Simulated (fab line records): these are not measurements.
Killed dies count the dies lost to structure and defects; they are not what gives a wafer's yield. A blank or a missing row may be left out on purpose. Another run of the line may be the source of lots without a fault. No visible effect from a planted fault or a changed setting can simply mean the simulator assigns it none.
fab line records	flow n5_finfet
record: lots: 7	wafers: 39
route steps=1938 shown DUMMY_GATE@228 HKMG_FIN@385 MOL_CONTACT_COAG@544 BEOL_M4@1111
start_h: hours from the record's first day to the start of the lot's first wafer shown	wait_h: time in hours since the lot's previous step	" repeats the value in the row above	L1.1+2: one row covering several wafers at once	- no value, or no start was given	* or withheld: withheld	< > ~ a bound
route shown NAME@n: NAME is a module with steps in the file, n the number in the route of the first one	usual: average and standard deviation across the fault-free wafers	same: alike in all rows	chamber/n: place in a boat	sites: readings site by site	_std_site: how widely they spread, as a standard deviation	_edge_site: outer sites' mean less inner sites'	radius_mm: how far each site lies from the wafer's centre	mask NAME#n: copy n	behind: the tool/chamber that last shaped the wafer	hold: why the lot went on hold/how many hours it stayed there/how the hold came to an end	device: which transistor (n, p or np) failed to switch	end of line: the same wafers' tests at the end of the route	a step given without rows: its recipe and nothing more	killed: the dies lost at the first sort to structure and to defects; this is not the yield of the wafer	map: dies across one wafer; x = killed, . = not, _ = none there
set.NAME: setting as actually run; set.NAME@STEP: the setting as run at that earlier step	model.NAME: the simulator's own value behind a step, which no gauge read
lots whose settings were changed on purpose; a table a step, a row a wafer
== steps ==
step: N5_DUMMY_GATE_EXPOSE_12
recipe: mask_id: GATE	na: 0.33	source_shape: annular	sigma_inner: 0.2	sigma_outer: 0.6	polarization: unpolarized	target_cd_nm: 25	dose_mj: 34
step: N5_DUMMY_GATE_ETCH_37
recipe: chemistry: N2/H2	target: SOC	target_depth_a: 600	overetch_a: 300	temp_c: 40	ion_energy_ev: 200	pressure_mtorr: 30	source_w: 840	bias_w: 150	n2_flow_sccm: 200	h2_flow_sccm: 200
step: N5_DUMMY_GATE_ETCH_31
recipe: chemistry: C4F6/O2	target: SiO2	mask_material: SOC	target_depth_a: 825	time_s: 27.5	ion_energy_ev: 250	pressure_mtorr: 30	source_w: 345	bias_w: 185	Ar_flow_sccm: 300	C4F6_flow_sccm: 10	O2_flow_sccm: 10
step: N5_HKMG_FIN_IL_REGROW_00
recipe: material: SiO2	target_thk_a: 7.5	chemistry: O3	temp_c: withheld	time_s: 30
step: N5_HKMG_FIN_ETCH_32
recipe: chemistry: N2/H2	target: SOC	target_depth_a: 2400	temp_c: 40	time_s: 300	ion_energy_ev: 200	mask_material: SiARC	pressure_mtorr: 30	source_w: 840	bias_w: 150	n2_flow_sccm: 200	h2_flow_sccm: 200
step: N5_MOL_CONTACT_COAG_ALD_20
recipe: material: TiN	target_thk_a: 15	temp_c: 400	ald_precursor_family: TiCl4	ald_co_reactant: NH3	pulse_time_s: 1	purge_time_s: 3	co_reactant_purge_time_s: 2	co_reactant_pulse_time_s: 2	ald_cycles: 68	pressure_torr: 3
step: N5_MOL_CONTACT_COAG_ALD_133
recipe: material: SiO2	target_thk_a: 50	temp_c: 100	ald_precursor_family: BDEAS	ald_co_reactant: O2-plasma	pulse_time_s: 1	co_reactant_pulse_time_s: 1	purge_time_s: 2	co_reactant_purge_time_s: 2	ald_cycles: 35	pressure_torr: 2
step: N5_MOL_CONTACT_COAG_ETCHBACK_134
recipe: chemistry: CHF3	target: SiO2	target_depth_a: 100	time_s: 6.7	ion_energy_ev: 200	pressure_mtorr: 30	source_w: 610	bias_w: 170	Ar_flow_sccm: 200	CHF3_flow_sccm: 50
step: N5_BEOL_M4_RC_MEAS_101
usual: DIBL_N: 36.4/1.2	DIBL_P: 36.1/1.6	IOFF_N_85C: 3.1/0.39	SS_P: 73.2/0.55
lot.wafer	tool	chamber	start_h	wait_h	set.dose_mj@DUMMY_GATE_EXPOSE_12	set.source_w@DUMMY_GATE_ETCH_37	set.target_depth_a@DUMMY_GATE_ETCH_31	set.time_s@HKMG_FIN_IL_REGROW_00	set.bias_w@HKMG_FIN_ETCH_32	set.co_reactant_pulse_time_s@MOL_CONTACT_COAG_ALD_20	set.ald_cycles@MOL_CONTACT_COAG_ALD_133	set.target_depth_a@MOL_CONTACT_COAG_ETCHBACK_134	DIBL_N[mV/V]	DIBL_P[mV/V]	IOFF_N_85C[nA/um]	SS_P[mV/dec]
L076.1	prober-01	0	173.74	0.0	32.18	840	825	24.06	150	2	40	100	33.7	33.9	2.6	72.1
L076.2	"	0	"	"	32.18	840	755.8	30	133.4	1.567	35	87.58	33.5	33.6	2.5	71.6
L076.3	"	0	"	"	34	996.7	825	30	150	2	35	100	39.9	40.9	4.3	74.2
L076.4	"	0	"	"	32.18	996.7	755.8	24.06	133.4	2	35	87.58	34.4	34.6	2.7	72.6
L076.5	"	0	"	"	34	996.7	825	24.06	133.4	1.567	40	100	37.1	37.8	3.2	73.2
L076.6	"	0	"	"	34	840	755.8	30	150	1.567	40	87.58	37.1	37.6	3.4	73.2
L080.1	prober-01	0	191.95	0.0	34	955.3	825	38.35	136.3	2.309	35	100	38.1	37.4	3.8	74.0
L080.2	"	0	"	"	34	840	896.9	38.35	136.3	2	35	100	36.8	35.0	3.2	73.4
L080.3	"	0	"	"	34	955.3	896.9	30	136.3	2	31	100	39.1	37.6	3.9	74.8
L080.4	"	0	"	"	31.79	955.3	825	30	150	2.309	31	100	32.1	29.3	2.1	72.5
L080.5	"	0	"	"	31.79	840	825	30	150	2	35	100	33.1	31.5	2.5	72.2
L080.6	"	0	"	"	31.79	840	896.9	38.35	150	2.309	31	100	33.4	30.5	2.5	72.9
L083.1	prober-02	0	222.04	0.0	34	840	825	30	150	2	35	100	37.5	36.4	3.4	73.5
L083.2	"	0	"	"	34	840	825	30	150	2	35	100	37.3	35.5	3.3	73.1
L083.4	"	0	"	"	34	840	825	30	150	2	35	100	36.9	35.9	3.3	73.2
L085.1	prober-02	0	232.40	0.0	34	840	825	30	174	2.48	35	100	39.6	39.9	4.0	73.4
L085.2	"	0	"	"	34	906.6	825	30	150	2.48	35	108.9	39.5	39.4	3.8	73.8
L085.3	"	0	"	"	35.71	906.6	825	30	174	2	35	108.9	42.0	42.0	4.6	74.0
L085.4	"	0	"	"	34	840	825	30	150	2	35	108.9	38.5	38.2	3.5	73.4
L085.5	"	0	"	"	35.71	906.6	825	30	174	2	35	100	42.2	42.1	4.5	74.5
L085.6	"	0	"	"	35.71	840	825	30	150	2.48	35	100	43.4	44.9	5.4	74.7
L090.1	prober-01	0	255.56	0.0	34	840	825	30	150	2	35	100	37.4	36.3	3.0	73.5
L090.2	"	0	"	"	34	840	825	30	169.4	1.76	35	108.9	38.5	37.1	3.3	73.4
L090.3	"	0	"	"	31.79	840	825	30	169.4	2	35	100	32.6	29.9	1.9	71.9
L090.4	"	0	"	"	31.79	840	825	30	150	1.76	35	108.9	32.7	29.5	2.0	71.2
L090.5	"	0	"	"	34	840	825	30	169.4	1.76	35	100	37.2	35.6	3.0	73.2
L090.6	"	0	"	"	31.79	840	825	30	150	2	35	108.9	32.0	29.5	1.9	72.0
L091.1	prober-01	0	257.99	0.0	35.06	899.6	796.6	37.86	150	2	35	114	38.3	37.9	3.4	73.9
L091.2	"	0	"	"	35.06	840	825	30	150	2	35	114	38.2	38.0	3.3	73.8
L091.3	"	0	"	"	34	899.6	796.6	30	150	2	35	100	37.1	37.1	3.1	72.9
L091.4	"	0	"	"	34	899.6	825	37.86	175.8	2	35	114	36.8	36.4	3.1	72.9
L091.5	"	0	"	"	34	840	825	30	175.8	2	35	100	36.2	35.9	2.8	72.7
L091.6	"	0	"	"	35.06	840	796.6	37.86	175.8	2	35	100	37.5	36.8	3.1	73.0
L094.1	prober-02	0	284.30	0.0	34	939.4	900	37.7	150	2	31	100	35.3	35.5	2.9	73.5
L094.2	"	0	"	"	31.44	939.4	825	30	129.6	2	31	103.8	33.5	34.1	2.6	72.5
L094.3	"	0	"	"	34	840	825	37.7	129.6	2.266	31	100	36.0	37.3	3.3	73.8
L094.4	"	0	"	"	31.44	840	900	30	129.6	2.266	35	100	30.0	29.7	1.9	71.0
L094.5	"	0	"	"	34	939.4	900	30	150	2.266	35	103.8	35.3	34.9	2.7	72.9
L094.6	"	0	"	"	31.44	840	825	37.7	150	2	35	103.8	30.5	30.5	2.0	71.7
== key ==
split: step: N5_DUMMY_GATE_EXPOSE_12	setting: dose_mj	stated_as: 34
response: step: N5_BEOL_M4_RC_MEAS_101	reading: DIBL_N	slope: +0.723	per: 1%	together_with: all	explained: 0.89
response: step: N5_BEOL_M4_RC_MEAS_101	reading: SS_P	slope: +0.247	per: 1%	together_with: all	explained: 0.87
response: step: N5_BEOL_M4_RC_MEAS_101	reading: DIBL_P	slope: +0.875	per: 1%	together_with: all	explained: 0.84
response: step: N5_BEOL_M4_RC_MEAS_101	reading: IOFF_N_85C	slope: +0.179	per: 1%	together_with: all	explained: 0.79
split: step: N5_DUMMY_GATE_ETCH_37	setting: source_w	stated_as: 840
response none clear
split: step: N5_DUMMY_GATE_ETCH_31	setting: target_depth_a	stated_as: 825
response none clear
split: step: N5_HKMG_FIN_IL_REGROW_00	setting: time_s	stated_as: 30
response none clear
split: step: N5_HKMG_FIN_ETCH_32	setting: bias_w	stated_as: 150
response none clear
split: step: N5_MOL_CONTACT_COAG_ALD_20	setting: co_reactant_pulse_time_s	stated_as: 2
response none clear
split: step: N5_MOL_CONTACT_COAG_ALD_133	setting: ald_cycles	stated_as: 35
response none clear
split: step: N5_MOL_CONTACT_COAG_ETCHBACK_134	setting: target_depth_a	stated_as: 100
response none clear
